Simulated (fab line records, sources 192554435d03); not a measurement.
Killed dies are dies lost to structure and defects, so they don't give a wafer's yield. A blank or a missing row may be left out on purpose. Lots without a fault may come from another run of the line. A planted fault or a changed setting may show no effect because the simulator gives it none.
fab line records | flow n5_finfet
record lots=5 wafers=15 last_day=16
route steps=1938 shown BEOL_M8@1350 PASSIVATION@1936
lots that met no fault: from a run of the same line without faults
start_h: hours from the record's first day to the start of the lot's first wafer shown | wait_h: hours since the lot's step before | " the same as in the row above | L1.1+2: a row that stands for several wafers | - no value, or no start given | * or withheld: withheld | < > ~ a bound
route shown NAME@n: a module of which the file shows steps, and the number in the route of the first | usual: mean/standard deviation of fault-free wafers | same: alike in all rows | chamber/n: place in a boat | sites: the reading at each site | _std_site: their standard deviation | _edge_site: outer sites' mean less inner sites' | radius_mm: how far each site lies from the wafer's centre | mask NAME#n: copy n | behind: the tool/chamber that last shaped the wafer | hold: why the lot was held/for how many hours/how that ended | device: the transistor (n, p or np) that didn't switch | end of line: the same wafers' tests at the end of the route | a step without rows: its recipe alone | killed: dies lost to structure and defects at the first sort, not the wafer's yield | map: a wafer's dies, x killed, . not, _ none there
set.NAME: the setting as run; set.NAME@STEP: as run at that earlier step | model.NAME: the simulator's own value behind a step, which no gauge read
lots at some steps of the route; a table a step, a row a wafer
services: from which hour (start_h, from the record's first day; less than 0 if before it) a tool's chamber was out of use, for how many hours, and why
## steps
# step N5_BEOL_M8_ETCH_62
# recipe chemistry=N2/H2 target=SOC target_depth_a=1100 overetch_a=220 mask_material=SiARC temp_c=40 time_s=165 ion_energy_ev=200 pressure_mtorr=30 source_w=840 bias_w=150 n2_flow_sccm=200 h2_flow_sccm=200
# step N5_BEOL_M8_STRIP_68
# recipe chemistry=N2/H2 temp_c=40 n2_flow_sccm=200 h2_flow_sccm=200 rf_frequency_hz=6e+07
# step N5_BEOL_M8_STRIP_67
# recipe chemistry=CF4 resist=SiARC power_w=300 bias_power_w=75 pressure_mtorr=50 cf4_flow_sccm=150 rf_frequency_hz=6e+07
# step N5_BEOL_M8_HM_OPEN_17
# recipe chemistry=Cl2/BCl3 target_depth_a=200 overetch_a=60 target=TiN mask_material=SOC ion_energy_ev=150 pressure_mtorr=10 icp_w=1000 bias_w=126 Cl2_flow_sccm=53.25 bcl3_flow_sccm=21.75 Ar_flow_sccm=25
# step N5_BEOL_M8_STRIP_19
# recipe chemistry=O2 power_w=400 temp_c=40 pressure_mtorr=30 rf_frequency_hz=6e+07 bias_power_w=0 overash_fraction=0.2 o2_flow_sccm=225
# step N5_BEOL_M8_COAT_63
# recipe resist=SOC temp_c=250 time_s=60 spin_rpm=1500 resist_thk_nm=60
# step N5_BEOL_M8_COAT_64
# recipe resist=SiARC temp_c=220 time_s=60 spin_rpm=1500 resist_thk_nm=12
# step N5_BEOL_M8_COAT_71
# recipe resist=underlayer temp_c=205 time_s=60 spin_rpm=1500 resist_thk_nm=5
# step N5_BEOL_M8_COAT_22
# recipe resist=CAR-EUV spin_rpm=1500 resist_thk_nm=30
# step N5_BEOL_M8_EBR_24
# recipe solvent=PGMEA ebr_width_mm=1.5
# step N5_BEOL_M8_SOFTBAKE_23
# recipe temp_c=110 time_s=60 resist=CAR-EUV
# step N5_BEOL_M8_EXPOSE_25
# recipe mask_id=V7 na=0.33 source_shape=annular sigma_inner=0.4 sigma_outer=0.8 polarization=unpolarized target_cd_nm=40 dose_mj=42.5
# usual exposure_dose_mJ_cm2=42.41/0.092
# columns lot.wafer tool chamber start_h wait_h mask exposure_dose_mJ_cm2
L617.1 euv_scanner-02 0 231.44 - V7#0 42.40
L617.3 " 0 " " V7#0 42.39
L617.6 " 0 " " V7#0 42.36
L628.1 euv_scanner-02 0 290.83 - V7#0 41.06
L628.3 " 0 " " V7#0 41.09
L628.6 " 0 " " V7#0 41.07
L626.1 euv_scanner-02 0 291.38 - V7#0 41.23
L626.5 " 0 " " V7#0 41.31
L626.6 " 0 " " V7#0 41.29
L627.1 euv_scanner-02 0 299.60 - V7#0 41.58
L627.2 " 0 " " V7#0 41.44
L627.6 " 0 " " V7#0 41.49
L630.2 euv_scanner-01 0 317.21 - V7#0 42.20
L630.3 " 0 " " V7#0 42.39
L630.4 " 0 " " V7#0 42.34
# step N5_BEOL_M8_PEB_26
# recipe peb_temp_c=100 peb_time_s=60 resist=CAR-EUV
# step N5_BEOL_M8_DEVELOP_27
# recipe develop_time_s=30 developer=TMAH resist=CAR-EUV rinse_liquid=surfactant_rinse dry=air_spin dev_temp_c=23
# step N5_BEOL_M8_DESCUM_33
# recipe chemistry=O2 time_s=7 source_power_w=50 bias_power_w=20 pressure_mtorr=20 rf_frequency_hz=2.712e+07 temp_c=40 resist=CAR-EUV o2_flow_sccm=225
# usual drypump_motor_current_A=5.4/0.4 oes_product_au=0.80/0.074 rf_vpp_V=243.7/1.2 showerhead_plenum_p_Torr=2.13/0.063 throttle_valve_pct=20.41/0.25
# columns lot.wafer tool chamber start_h wait_h drypump_motor_current_A oes_product_au rf_hours_counter_h rf_vpp_V showerhead_plenum_p_Torr throttle_valve_pct model.BEOL_M8.cd_nm
L617.1 rie_diel-02 1 231.70 0.0 5.0 0.78 114 244.4 2.22 20.57 40.4
L617.3 " 2 " " 6.4 0.83 70 246.0 2.19 20.24 39.8
L617.6 " 0 " " 4.9 0.76 - 243.3 2.09 20.40 40.2
L628.1 rie_diel-05 3 291.08 0.0 5.1 0.80 120 243.3 2.12 20.65 39
L628.3 " 1 " " 5.6 0.73 177 242.8 2.21 20.28 39.4
L628.6 " 0 " " 5.4 0.82 - 242.1 2.01 20.52 39.8
L626.1 rie_diel-01 1 291.64 0.0 5.7 0.82 70 243.9 2.21 20.69 39.2
L626.5 " 2 " " 5.2 0.78 - 242.8 2.08 19.98 39.2
L626.6 " 3 " " 5.7 0.74 - 244.9 2.09 20.81 39.6
L627.1 rie_diel-01 3 299.85 0.0 5.7 0.73 166 242.9 2.09 20.82 40
L627.2 " 2 " " 5.2 0.77 133 243.9 2.08 20.00 39.6
L627.6 " 0 " " 6.0 0.91 - 245.6 2.20 20.13 39.8
L630.2 rie_diel-05 1 317.46 0.0 5.6 0.73 185 245.1 2.21 20.30 40.2
L630.3 " 0 " " 5.4 0.81 102 242.7 2.01 20.52 40
L630.4 " 3 " " 5.1 0.80 127 242.9 2.11 20.66 40.2
# step N5_BEOL_M8_ETCH_72
# recipe chemistry=N2/H2 target=underlayer target_depth_a=65 mask_material=CAR-EUV time_s=5.2 ion_energy_ev=200 pressure_mtorr=30 source_w=840 bias_w=150 n2_flow_sccm=200 h2_flow_sccm=200 ends=cleared
# step N5_BEOL_M8_ETCH_65
# recipe chemistry=CF4 target=SiARC target_depth_a=156 mask_material=CAR-EUV time_s=26 ion_energy_ev=80 pressure_mtorr=40 source_w=545 bias_w=36 Ar_flow_sccm=100 cf4_flow_sccm=100 ends=cleared
# step N5_BEOL_M8_ETCH_66
# recipe chemistry=N2/H2 target=SOC target_depth_a=800 overetch_a=160 mask_material=SiARC temp_c=40 time_s=120 ion_energy_ev=200 pressure_mtorr=30 source_w=840 bias_w=150 n2_flow_sccm=200 h2_flow_sccm=200
# step N5_BEOL_M8_STRIP_69
# recipe chemistry=N2/H2 temp_c=40 n2_flow_sccm=200 h2_flow_sccm=200 rf_frequency_hz=6e+07
# step N5_BEOL_M8_STRIP_73
# recipe chemistry=N2/H2 temp_c=40 n2_flow_sccm=200 h2_flow_sccm=200 rf_frequency_hz=6e+07
# step N5_BEOL_M8_VIA_ETCH_34
# recipe chemistry=C4F6/O2 target=SiCOH_lowk target_depth_a=1255 mask_material=SOC taper_deg=4 time_s=50.5 ion_energy_ev=250 pressure_mtorr=30 source_w=345 bias_w=185 Ar_flow_sccm=300 C4F6_flow_sccm=10 O2_flow_sccm=10
# usual drypump_motor_current_A=5.4/0.4 oes_product_au=0.80/0.073 rf_vpp_V=674/13 showerhead_plenum_p_Torr=2.89/0.082 throttle_valve_pct=20.85/0.28
# columns lot.wafer tool chamber start_h wait_h drypump_motor_current_A oes_product_au rf_hours_counter_h rf_vpp_V showerhead_plenum_p_Torr throttle_valve_pct model.BEOL_M8.cd_nm
L617.1 rie_diel-02 1 231.88 0.0 5.0 0.77 114 670 3.01 21.01 40.6
L617.3 " 2 " " 6.3 0.82 70 657 3.03 21.02 39.8
L617.6 " 0 " " 4.9 0.76 - 688 2.81 20.67 40
L628.1 rie_diel-05 3 291.26 0.0 5.1 0.80 120 683 2.85 20.97 39
L628.3 " 1 " " 5.6 0.74 177 693 2.96 20.55 39.4
L628.6 " 0 " " 5.4 0.84 - 654 2.76 21.09 39.6
L626.1 rie_diel-01 1 291.82 0.0 5.7 0.82 70 684 3.00 21.21 38.8
L626.5 " 2 " " 5.2 0.75 - 680 2.84 20.51 39
L626.6 " 3 " " 5.7 0.73 - 658 2.85 21.32 39.6
L627.1 rie_diel-01 3 300.04 0.0 5.7 0.72 166 660 2.85 21.33 39.8
L627.2 " 2 " " 5.2 0.75 133 678 2.84 20.54 39.2
L627.6 " 0 " " 6.1 0.93 - 691 2.99 20.61 39.6
L630.2 rie_diel-05 1 317.64 0.0 5.6 0.73 185 693 2.95 20.57 40.2
L630.3 " 0 " " 5.4 0.83 102 653 2.76 21.08 40.2
L630.4 " 3 " " 5.1 0.79 127 681 2.84 20.98 40
# step N5_BEOL_M8_STRIP_76
# recipe chemistry=C4F6/O2 resist=SiARC rf_frequency_hz=6e+07
# step N5_PASSIVATION_PROBE_49
# usual defect_limited_yield=90.9/1.6 killed_at_M0_to_M3=34/10 killed_at_M4_up=13/5.4 killed_at_contacts=13/6 killed_at_front_end=42/13 killed_at_other=4/3.2 killed_dies=107/18 killed_open=69/14 killed_short=35/7.7 sort_bin_4_leakage=0.02/0.17 sort_bin_5_function=5.3/1 sort_bin_6_memory=3.3/0.75 sort_bin_8_speed=0.00/0.015 sort_n_pass=1073/19 sort_yield_pct=90.9/1.6
# same gross_dies=1180 killed_at_back_side=0
# columns lot.wafer tool chamber start_h wait_h defect_limited_yield[%] killed_at_M0_to_M3 killed_at_M4_up killed_at_contacts killed_at_front_end killed_at_other killed_dies killed_open killed_short sort_bin_4_leakage[%] sort_bin_5_function[%] sort_bin_6_memory[%] sort_bin_8_speed[%] sort_n_pass sort_yield_pct[%]
L628.1 prober-02 - 357.07 0.0 91.5 30 24 12 27 7 100 64 34 0 4.7 3.5 0 1080 91.5
L628.3 prober-02 - 357.17 0.1 90.7 31 29 6 40 4 110 83 24 0 6.1 2.8 0 1070 90.7
L628.6 prober-02 - 357.32 0.3 90.0 28 18 7 58 7 118 67 37 0 6.9 2.8 0 1062 90.0
L626.6 prober-01 - 357.66 0.3 88.9 48 11 12 56 4 131 73 43 0 6.0 4.1 0 1049 88.9
# killed by level:class
L628.1 BEOL_M3:geometric_particle:open=10 BEOL_M4:geometric_particle:open=9 MOL_CONTACT_COAG:geometric_particle:open=9 STI_FIN_REVEAL:geometric_particle:open=6 ILD0:geometric_particle:open=4 BEOL_M0_SAQP:geometric_particle:open=4 BEOL_M0:geometric_particle:open=4 BEOL_M0:geometric_particle:short=4
L628.3 BEOL_M4:geometric_particle:open=11 FIN_SAQP:geometric_particle:open=10 DUMMY_GATE:geometric_particle:open=9 BEOL_M1:geometric_particle:open=9 BEOL_M0_SAQP:geometric_particle:open=7 STI_FIN_REVEAL:geometric_particle:open=5 BEOL_M3:geometric_particle:open=5 DUMMY_GATE:geometric_particle:short=4
L628.6 FIN_CUT:area_etch=12 STI_FIN_REVEAL:geometric_particle:open=11 DUMMY_GATE:geometric_particle:open=11 BEOL_M2:geometric_particle:open=9 DUMMY_GATE:geometric_particle:short=7 BEOL_M4:geometric_particle:open=7 BEOL_M0_SAQP:geometric_particle:short=5 FIN_SAQP:geometric_particle:open=4
L626.6 BEOL_M2:geometric_particle:open=12 MOL_CONTACT_COAG:geometric_particle:open=10 HKMG_FIN:area_etch=10 FIN_SAQP:geometric_particle:short=9 BEOL_M0_SAQP:geometric_particle:open=9 STI_FIN_REVEAL:geometric_particle:open=8 BEOL_M0_SAQP:geometric_particle:short=5 BEOL_M1:geometric_particle:open=5
## services
# columns tool chamber start_h hours kind
euv_scanner-01 - 224.27 1.0 pm
euv_scanner-02 - 230.15 1.0 pm
rie_diel-05 3 264.39 4.8 repair
euv_scanner-02 - 266.90 5.8 pm
rie_diel-05 - 272.79 2.8 pm
euv_scanner-01 - 280.43 1.0 pm
euv_scanner-02 - 286.30 1.0 pm
rie_diel-01 1 293.56 7.0 repair
euv_scanner-01 - 297.42 - calibration
rie_diel-05 0 301.41 5.1 repair
euv_scanner-01 - 308.94 4.6 pm
## key
first_sign step=N5_BEOL_M8_EXPOSE_25 reading=exposure_dose_mJ_cm2 direction=down sigmas=12 usual=42.41 struck=41.28
effect none on later readings
model_effect step=N5_BEOL_M8_DESCUM_33 value=BEOL_M8.cd_nm without=40.04 struck=39.51
model_effect step=N5_BEOL_M8_VIA_ETCH_34 value=BEOL_M8.cd_nm without=39.91 struck=39.33
met_at N5_BEOL_M8_EXPOSE_25
struck_wafers L626.1,L626.5,L626.6,L627.1,L627.2,L627.6,L628.1,L628.3,L628.6
loop_trim step=N5_BEOL_M8_EXPOSE_25 setting=dose lots=L626,L627
baseline_loss step=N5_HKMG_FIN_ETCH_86 wafers=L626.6
baseline_loss step=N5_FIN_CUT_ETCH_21 wafers=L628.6
onset_between 231.44 290.83
fault kind=process_parameter_drift tool=euv_scanner-02 chamber=- onset_h=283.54 steps=N5_BEOL_M8_EXPOSE_25 channel=dose_mj offset=-1.3331 shape=step acts_in=these_recipes_only stated=42.5
# loop_trim: a control loop set the setting to another value than it would have without faults
# baseline_loss: these wafers lose ten dies or more at that step, a loss of the line's own and not of a fault; the sort's usual values leave them out
